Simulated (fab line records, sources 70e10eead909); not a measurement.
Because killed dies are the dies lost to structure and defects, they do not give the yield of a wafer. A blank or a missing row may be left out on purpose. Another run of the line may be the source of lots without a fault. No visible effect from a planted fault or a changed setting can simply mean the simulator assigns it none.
What tool caused it? | flow nand-harc | 72 wafers from 24 lots sampled at 6 of the route's 1302 steps

WHAT THE GAUGES READ, wafer by wafer
NHARC_P_M0_OVL_MEAS_10: pitch 180 nm.
lot  | measured     | on         | overlay-x-nm (nm) | overlay-y-nm (nm)
L074 | day 6 03:32  | overlay-01 | -1.0 -0.6 -0.6    | 0.9 1.6 0.8
L076 | day 6 17:27  | overlay-01 | 1.0 0.8 1.5       | -1.9 -1.3 -1.6
L075 | day 6 18:10  | overlay-02 | -0.6 -0.5 -0.7    | 0.6 0.8 0.9
L077 | day 7 05:19  | overlay-01 | -0.4 -0.1 0.0     | 1.3 1.1 1.1
L078 | day 7 18:18  | overlay-01 | 0.6 0.9 1.0       | 0.2 -0.6 0.5
L079 | day 8 04:50  | overlay-02 | 1.4 1.9 1.4       | -0.4 -0.3 -0.7
L080 | day 8 12:46  | overlay-02 | -0.6 -0.4 -0.5    | -0.6 -0.3 0.1
L081 | day 9 04:01  | overlay-01 | 1.2 1.3 0.6       | 0.3 0.0 0.0
L082 | day 9 04:49  | overlay-02 | -0.2 -0.2 -0.1    | -0.2 0.3 -0.1
L083 | day 9 18:16  | overlay-01 | 1.3 1.2 1.0       | 0.8 0.7 1.1
L084 | day 10 03:17 | overlay-01 | 0.2 0.7 0.2       | -0.3 -0.7 -0.5
L085 | day 10 16:55 | overlay-02 | 0.4 -0.3 0.1      | -1.0 -1.0 -0.1
L086 | day 10 20:41 | overlay-02 | 0.6 0.5 0.1       | -0.1 -0.2 -0.2
L087 | day 11 09:25 | overlay-01 | 0.2 0.8 0.9       | 0.5 0.9 0.2
L089 | day 12 04:13 | overlay-02 | -0.8 -0.8 -1.0    | 0.5 0.7 0.5
L088 | day 12 09:13 | overlay-01 | -0.9 -0.3 -0.7    | -1.2 -1.0 -0.5
L090 | day 12 16:14 | overlay-02 | 0.4 -0.2 0.9      | -1.9 -1.4 -1.3
L091 | day 13 04:13 | overlay-01 | 0.7 1.0 0.8       | -0.1 -0.3 -0.1
L092 | day 13 17:50 | overlay-01 | -0.8 -0.8 -1.0    | -0.2 -0.1 0.3
L093 | day 13 22:31 | overlay-02 | 1.1 0.7 0.6       | -0.2 -0.9 -0.3
L094 | day 14 09:50 | overlay-02 | -1.5 -1.2 -1.7    | 0.7 0.1 0.5
L095 | day 14 15:25 | overlay-01 | 0.1 0.5 0.4       | -1.7 -2.1 -1.9
L097 | day 15 13:25 | overlay-02 | 0.9 0.7 0.8       | 0.1 0.5 0.7
L096 | day 16 14:40 | overlay-01 | -0.4 -0.5 -0.3    | -0.5 -0.3 -0.6

NHARC_P_BONDPAD_THK_MEAS_33: measures by ellipsometry.
lot  | measured     | on            | thk-nm (nm)
L074 | day 6 15:29  | film-metro-02 | 200.2 199.9 201.5
L076 | day 7 05:44  | film-metro-01 | 198.2 197.8 201.7
L075 | day 7 06:29  | film-metro-01 | 199.9 200.4 200.0
L077 | day 7 17:27  | film-metro-02 | 196.7 201.1 199.5
L078 | day 8 06:29  | film-metro-01 | 200.2 199.7 197.9
L079 | day 8 17:19  | film-metro-01 | 198.5 202.1 199.1
L080 | day 9 00:37  | film-metro-02 | 199.5 197.8 199.6
L081 | day 9 16:02  | film-metro-02 | 200.2 197.1 197.9
L082 | day 9 17:01  | film-metro-01 | 199.4 198.7 200.1
L083 | day 10 06:47 | film-metro-02 | 199.5 202.1 202.4
L084 | day 10 15:34 | film-metro-01 | 199.2 200.5 199.6
L085 | day 11 05:13 | film-metro-02 | 199.7 201.6 199.3
L086 | day 11 08:39 | film-metro-02 | 201.0 201.7 200.3
L087 | day 11 21:49 | film-metro-02 | 200.7 200.5 202.2
L089 | day 12 16:15 | film-metro-02 | 199.6 201.5 200.4
L088 | day 12 22:02 | film-metro-01 | 200.4 200.4 200.0
L090 | day 13 04:36 | film-metro-01 | 200.5 201.4 199.3
L091 | day 13 19:58 | film-metro-01 | 199.8 198.3 198.9
L092 | day 14 06:05 | film-metro-02 | 199.0 197.7 201.9
L093 | day 14 11:23 | film-metro-01 | 199.3 199.2 199.8
L094 | day 14 22:00 | film-metro-01 | 199.8 199.7 200.7
L095 | day 15 03:35 | film-metro-02 | 200.1 199.8 198.4
L097 | day 16 01:46 | film-metro-02 | 200.9 201.7 200.0
L096 | day 17 03:20 | film-metro-01 | 200.0 197.7 201.0

TOOL THAT RAN EACH LOT (tool first, then ch and the chambers of the sampled wafers, then the start)
lot  | NHARC_P_M0_DESCUM_14               | NHARC_P_M0_ETCH_34                 | NHARC_P_M2_STRIP_18                | NHARC_P_M2_CMP_23
L074 | rie-diel-12 ch 1,2,3, day 6 03:40  | rie-diel-12 ch 2,3, day 6 03:44    | rie-diel-13 ch 2,3, day 6 12:04    | cmp-04 ch 1,2, day 6 13:49
L076 | rie-diel-07 ch 0,1,3, day 6 17:34  | rie-diel-07 ch 1,2,3, day 6 17:38  | rie-diel-06 ch 0,1,2, day 7 02:08  | cmp-04 ch 1,2, day 7 04:02
L075 | rie-diel-12 ch 0,1, day 6 18:16    | rie-diel-12 ch 0,1,3, day 6 18:22  | rie-diel-06 ch 0,1,2, day 7 03:01  | cmp-03 ch 2,3, day 7 04:48
L077 | rie-diel-07 ch 1,2,3, day 7 05:26  | rie-diel-07 ch 1,2, day 7 05:29    | rie-diel-05 ch 2,3, day 7 14:01    | cmp-03 ch 0,1,3, day 7 15:49
L078 | rie-diel-07 ch 0,2,3, day 7 18:25  | rie-diel-07 ch 1,2, day 7 18:29    | rie-diel-06 ch 0,1, day 8 03:01    | cmp-03 ch 0,1, day 8 04:48
L079 | rie-diel-07 ch 0,1,3, day 8 04:56  | rie-diel-07 ch 0,1, day 8 05:01    | rie-diel-05 ch 0,3, day 8 13:43    | cmp-04 ch 1,3, day 8 15:28
L080 | rie-diel-07 ch 1,2,3, day 8 12:52  | rie-diel-07 ch 0,2,3, day 8 12:57  | rie-diel-06 ch 1,2,3, day 8 21:11  | cmp-04 ch 0,1,3, day 8 22:55
L081 | rie-diel-11 ch 1,2, day 9 04:07    | rie-diel-11 ch 0,2, day 9 04:12    | rie-diel-06 ch 1,2,3, day 9 12:40  | cmp-04 ch 1,2,3, day 9 14:24
L082 | rie-diel-07 ch 1,2,3, day 9 04:56  | rie-diel-07 ch 1,2, day 9 05:00    | rie-diel-05 ch 2,3, day 9 13:35    | cmp-01 ch 1,2,3, day 9 15:20
L083 | rie-diel-07 ch 0,2,3, day 9 18:23  | rie-diel-07 ch 0,1,2, day 9 18:34  | rie-diel-13 ch 1,2,3, day 10 03:15 | cmp-04 ch 0,2,3, day 10 05:01
L084 | rie-diel-11 ch 0,2,3, day 10 03:23 | rie-diel-11 ch 0,1,3, day 10 03:34 | rie-diel-13 ch 0,1,3, day 10 12:07 | cmp-01 ch 0,1,3, day 10 13:51
L085 | rie-diel-11 ch 0,1,3, day 10 17:02 | rie-diel-11 ch 0,1,3, day 10 17:06 | rie-diel-06 ch 0,1,2, day 11 01:39 | cmp-01 ch 1,2,3, day 11 03:24
L086 | rie-diel-07 ch 0,1,2, day 10 20:47 | rie-diel-07 ch 0,1,3, day 10 20:52 | rie-diel-06 ch 0,1,2, day 11 05:19 | cmp-04 ch 1,2,3, day 11 07:01
L087 | rie-diel-07 ch 0,2,3, day 11 09:30 | rie-diel-07 ch 0,2,3, day 11 09:36 | rie-diel-05 ch 0,1,3, day 11 18:26 | cmp-03 ch 0,1,3, day 11 20:08
L089 | rie-diel-07 ch 0,2,3, day 12 04:20 | rie-diel-07 ch 1,2, day 12 04:25   | rie-diel-05 ch 0,3, day 12 12:46   | cmp-04 ch 1,3, day 12 14:29
L088 | rie-diel-07 ch 0,1,3, day 12 09:19 | rie-diel-07 ch 0,2,3, day 12 09:52 | rie-diel-05 ch 0,2,3, day 12 18:34 | cmp-04 ch 0,1,2, day 12 20:21
L090 | rie-diel-07 ch 0,3, day 12 16:20   | rie-diel-07 ch 0,3, day 12 16:25   | rie-diel-05 ch 0,3, day 13 01:08   | cmp-01 ch 1,2,3, day 13 02:59
L091 | rie-diel-07 ch 1,2, day 13 04:20   | rie-diel-07 ch 1,3, day 13 04:25   | rie-diel-05 ch 0,1,2, day 13 16:26 | cmp-03 ch 0,2, day 13 18:09
L092 | rie-diel-11 ch 0,1,3, day 13 17:58 | rie-diel-11 ch 1,2, day 13 18:02   | rie-diel-05 ch 1,2,3, day 14 02:44 | cmp-03 ch 1,2, day 14 04:25
L093 | rie-diel-07 ch 1,2, day 13 22:37   | rie-diel-07 ch 0,1,2, day 13 22:43 | rie-diel-13 ch 0,2,3, day 14 07:10 | cmp-01 ch 0,2,3, day 14 08:55
L094 | rie-diel-11 ch 2,3, day 14 09:56   | rie-diel-11 ch 1,2,3, day 14 10:01 | rie-diel-05 ch 0,3, day 14 18:35   | cmp-04 ch 0,2,3, day 14 20:19
L095 | rie-diel-12 ch 0,1, day 14 15:32   | rie-diel-12 ch 0,2,3, day 14 15:37 | rie-diel-06 ch 0,1, day 15 00:13   | cmp-04 ch 0,1,2, day 15 01:54
L097 | rie-diel-11 ch 0,1, day 15 13:31   | rie-diel-11 ch 0,2, day 15 13:36   | rie-diel-06 ch 0,1,3, day 15 22:11 | cmp-01 ch 0,1,3, day 15 23:56
L096 | rie-diel-11 ch 1,2,3, day 16 14:48 | rie-diel-11 ch 0,1,3, day 16 14:53 | rie-diel-06 ch 0,1,3, day 16 23:56 | cmp-03 ch 0,1, day 17 01:41
- NHARC_P_M0_DESCUM_14: chemistry O2, time 3 s.
- NHARC_P_M0_ETCH_34: etches the open film in N2/H2, target depth 40 nm, overetch 12 nm, time 43.94 s.
- NHARC_P_M2_STRIP_18: strips in N2/H2.
- NHARC_P_M2_CMP_23: polishes, t overpolish 20 s, target thk 144.3 nm.

AS READ BY THE TOOLS THEMSELVES (means over the sampled wafers that have a number; for cases with no such wafer, the mark the record gives instead)
NHARC_P_M0_DESCUM_14.
lot  | tool        | drypump-motor-current-A (A) | oes-product-au (a.u.) | rf-vpp-V (V) | showerhead-plenum-p-Torr (Torr) | throttle-valve-pct (%)
L074 | rie-diel-12 | 5.7                         | 0.989                 | 57.6         | 1.96                            | 11.307
L076 | rie-diel-07 | 6.0                         | 1.000                 | 57.3         | 1.96                            | 11.310
L075 | rie-diel-12 | 5.2                         | 0.996                 | 57.2         | 1.92                            | 11.314
L077 | rie-diel-07 | 5.9                         | 1.014                 | 57.7         | 2.00                            | 11.307
L078 | rie-diel-07 | 6.0                         | 0.998                 | 57.5         | 1.94                            | 11.310
L079 | rie-diel-07 | 5.9                         | 1.001                 | 57.6         | 1.96                            | 11.308
L080 | rie-diel-07 | 5.9                         | 1.003                 | 57.7         | 2.00                            | 11.307
L081 | rie-diel-11 | 6.2                         | 0.999                 | 58.3         | 2.01                            | 11.307
L082 | rie-diel-07 | 5.8                         | 1.010                 | 57.8         | 2.00                            | 11.307
L083 | rie-diel-07 | 6.0                         | 1.002                 | 57.6         | 1.94                            | 11.312
L084 | rie-diel-11 | 5.8                         | 1.011                 | 58.0         | 1.96                            | 11.317
L085 | rie-diel-11 | 5.8                         | 1.007                 | 57.8         | 1.97                            | 11.313
L086 | rie-diel-07 | 6.1                         | 1.003                 | 56.9         | 1.93                            | 11.310
L087 | rie-diel-07 | 6.0                         | 0.997                 | 57.7         | 1.94                            | 11.296
L089 | rie-diel-07 | 6.0                         | 0.997                 | 57.0         | 1.94                            | 11.313
L088 | rie-diel-07 | 5.9                         | 0.994                 | 58.5         | 1.96                            | 11.306
L090 | rie-diel-07 | 5.8                         | 0.999                 | 57.6         | 1.97                            | 11.308
L091 | rie-diel-07 | 6.0                         | 1.018                 | 57.6         | 1.98                            | 11.314
L092 | rie-diel-11 | 5.8                         | 1.001                 | 58.5         | 1.97                            | 11.315
L093 | rie-diel-07 | 6.0                         | 1.008                 | 58.6         | 1.98                            | 11.315
L094 | rie-diel-11 | 5.4                         | 1.000                 | 57.3         | 1.92                            | 11.305
L095 | rie-diel-12 | 5.2                         | 0.997                 | 57.6         | 1.90                            | 11.315
L097 | rie-diel-11 | 6.2                         | 1.008                 | 58.6         | 1.99                            | 11.308
L096 | rie-diel-11 | 5.8                         | 0.996                 | 57.6         | 1.96                            | 11.319

NHARC_P_M0_ETCH_34.
lot  | tool        | drypump-motor-current-A (A) | oes-product-au (a.u.) | rf-vpp-V (V) | showerhead-plenum-p-Torr (Torr) | throttle-valve-pct (%)
L074 | rie-diel-12 | 5.9                         | 0.991                 | 430.3        | 2.05                            | 14.166
L076 | rie-diel-07 | 5.9                         | 1.000                 | 433.7        | 2.13                            | 14.173
L075 | rie-diel-12 | 5.5                         | 0.998                 | 430.8        | 2.05                            | 14.166
L077 | rie-diel-07 | 6.0                         | 1.000                 | 432.1        | 2.11                            | 14.176
L078 | rie-diel-07 | 6.0                         | 1.006                 | 433.4        | 2.12                            | 14.168
L079 | rie-diel-07 | 6.0                         | 1.012                 | 432.1        | 2.08                            | 14.170
L080 | rie-diel-07 | 6.0                         | 1.005                 | 432.0        | 2.07                            | 14.171
L081 | rie-diel-11 | 6.2                         | 1.003                 | 432.3        | 2.13                            | 14.167
L082 | rie-diel-07 | 6.1                         | 1.004                 | 432.7        | 2.11                            | 14.163
L083 | rie-diel-07 | 6.1                         | 0.997                 | 431.6        | 2.06                            | 14.162
L084 | rie-diel-11 | 5.9                         | 1.007                 | 432.7        | 2.11                            | 14.167
L085 | rie-diel-11 | 5.8                         | 0.999                 | 432.6        | 2.11                            | 14.167
L086 | rie-diel-07 | 5.9                         | 1.011                 | 432.1        | 2.09                            | 14.172
L087 | rie-diel-07 | 6.0                         | 1.002                 | 430.6        | 2.06                            | 14.169
L089 | rie-diel-07 | 6.0                         | 1.002                 | 432.4        | 2.12                            | 14.173
L088 | rie-diel-07 | 6.0                         | 0.993                 | 430.9        | 2.06                            | 14.171
L090 | rie-diel-07 | 5.8                         | 1.000                 | 433.2        | 2.09                            | 14.163
L091 | rie-diel-07 | 5.8                         | 0.998                 | 434.0        | 2.14                            | 14.171
L092 | rie-diel-11 | 6.1                         | 1.003                 | 432.1        | 2.12                            | 14.178
L093 | rie-diel-07 | 6.1                         | 0.994                 | 431.4        | 2.05                            | 14.170
L094 | rie-diel-11 | 5.8                         | 1.001                 | 432.6        | 2.09                            | 14.173
L095 | rie-diel-12 | 5.5                         | 0.999                 | 429.7        | 2.03                            | 14.164
L097 | rie-diel-11 | 6.2                         | 1.009                 | 433.0        | 2.10                            | 14.171
L096 | rie-diel-11 | 5.8                         | 0.995                 | 431.8        | 2.09                            | 14.181

NHARC_P_M2_STRIP_18.
lot  | tool        | drypump-motor-current-A (A) | oes-product-au (a.u.) | rf-vpp-V (V) | showerhead-plenum-p-Torr (Torr) | throttle-valve-pct (%)
L074 | rie-diel-13 | 5.5                         | 0.994                 | 90.3         | 2.00                            | 14.177
L076 | rie-diel-06 | 5.6                         | 0.997                 | 90.2         | 1.98                            | 14.181
L075 | rie-diel-06 | 5.6                         | 1.000                 | 90.8         | 1.98                            | 14.164
L077 | rie-diel-05 | 5.9                         | 1.006                 | 91.2         | 1.99                            | 14.162
L078 | rie-diel-06 | 6.1                         | 1.000                 | 90.6         | 1.93                            | 14.181
L079 | rie-diel-05 | 5.4                         | 1.003                 | 90.8         | 2.08                            | 14.162
L080 | rie-diel-06 | 5.6                         | 1.001                 | 89.9         | 1.97                            | 14.174
L081 | rie-diel-06 | 5.6                         | 1.002                 | 90.3         | 1.97                            | 14.177
L082 | rie-diel-05 | 5.5                         | 0.994                 | 89.8         | 2.01                            | 14.173
L083 | rie-diel-13 | 5.5                         | 0.998                 | 91.1         | 1.97                            | 14.168
L084 | rie-diel-13 | 5.6                         | 1.008                 | 90.5         | 1.94                            | 14.170
L085 | rie-diel-06 | 5.6                         | 1.001                 | 89.5         | 1.98                            | 14.159
L086 | rie-diel-06 | 5.6                         | 1.005                 | 90.4         | 1.98                            | 14.175
L087 | rie-diel-05 | 5.7                         | 0.994                 | 91.6         | 2.04                            | 14.174
L089 | rie-diel-05 | 5.5                         | 0.998                 | 91.4         | 2.12                            | 14.172
L088 | rie-diel-05 | 5.7                         | 0.993                 | 90.7         | 2.05                            | 14.177
L090 | rie-diel-05 | 5.4                         | 0.995                 | 90.9         | 2.07                            | 14.162
L091 | rie-diel-05 | 6.0                         | 0.987                 | 91.0         | 2.02                            | 14.170
L092 | rie-diel-05 | 5.8                         | 0.987                 | 90.5         | 1.97                            | 14.172
L093 | rie-diel-13 | 5.5                         | 0.997                 | 90.5         | 1.97                            | 14.165
L094 | rie-diel-05 | 5.5                         | 0.992                 | 91.2         | 2.11                            | 14.172
L095 | rie-diel-06 | 5.8                         | 1.000                 | 89.5         | 1.92                            | 14.168
L097 | rie-diel-06 | 5.8                         | 1.005                 | 89.9         | 1.92                            | 14.166
L096 | rie-diel-06 | 5.8                         | 0.991                 | 89.3         | 1.91                            | 14.180

NHARC_P_M2_CMP_23.
lot  | tool   | motor-current-A (A) | pad-life-wafers | slurry-filter-dp-kPa (kPa) | time-to-endpoint-s (s)
L074 | cmp-04 | 12.5                | 61              | 13.47                      | 27.7
L076 | cmp-04 | 12.5                | 126             | 13.46                      | 26.3
L075 | cmp-03 | 12.6                | 342             | 13.51                      | 27.5
L077 | cmp-03 | 11.6                | 380             | 13.57                      | 29.1
L078 | cmp-03 | 11.0                | 26              | 13.40                      | 29.6
L079 | cmp-04 | 12.3                | 253             | 13.58                      | 23.6
L080 | cmp-04 | 11.9                | 271             | 13.63                      | 25.1
L081 | cmp-04 | 12.2                | 302             | 13.40                      | 24.5
L082 | cmp-01 | 11.4                | 68              | 13.48                      | 27.8
L083 | cmp-04 | 11.8                | 32              | 13.58                      | 30.1
L084 | cmp-01 | 12.7                | 164             | 13.53                      | 31.4
L085 | cmp-01 | 12.0                | 217             | 13.45                      | 31.6
L086 | cmp-04 | 12.6                | 128             | 13.47                      | 28.1
L087 | cmp-03 | 11.2                | 361             | 13.55                      | 31.6
L089 | cmp-04 | 12.7                | 223             | 13.46                      | 27.2
L088 | cmp-04 | 12.3                | 236             | 13.57                      | 30.4
L090 | cmp-01 | 12.0                | 9               | 13.48                      | 28.4
L091 | cmp-03 | 13.4                | 151             | 13.45                      | 26.5
L092 | cmp-03 | 12.5                | 210             | 13.59                      | 28.1
L093 | cmp-01 | 12.6                | 176             | 13.72                      | 25.6
L094 | cmp-04 | 11.7                | 32              | 13.47                      | 27.8
L095 | cmp-04 | 11.6                | 56              | 13.39                      | 28.4
L097 | cmp-01 | 12.4                | 338             | 13.41                      | 32.8
L096 | cmp-03 | 11.4                | 72              | 13.59                      | 29.7

THE ANSWER, worked out from the rows above alone
Rule: the usual values come from the lots themselves. Put in order of their means at a reading, lots are off if they are a third of the lots or fewer, leave a main group of 4 or more, and stand apart from it by a gap of 3 or more times the standard deviation of the main group's means; of several such gaps the widest counts. If all means in a main group match to the digits the tables above print for the reading, that group is not used. A lot without any number at a reading at which 4 lots or more have one is off too. The other lots that the step has rows for count as sound. The gauges are gone through in route order, then the tools' own readings, and for those a lot's mean is taken as printed above. The first step at which some lot is off is used, and at that step the reading that is off furthest; a lot without a number counts as furthest.
No lot is off on any of the readings shown, so nothing can be concluded from this.

WHAT THE SIMULATOR HAD PUT IN
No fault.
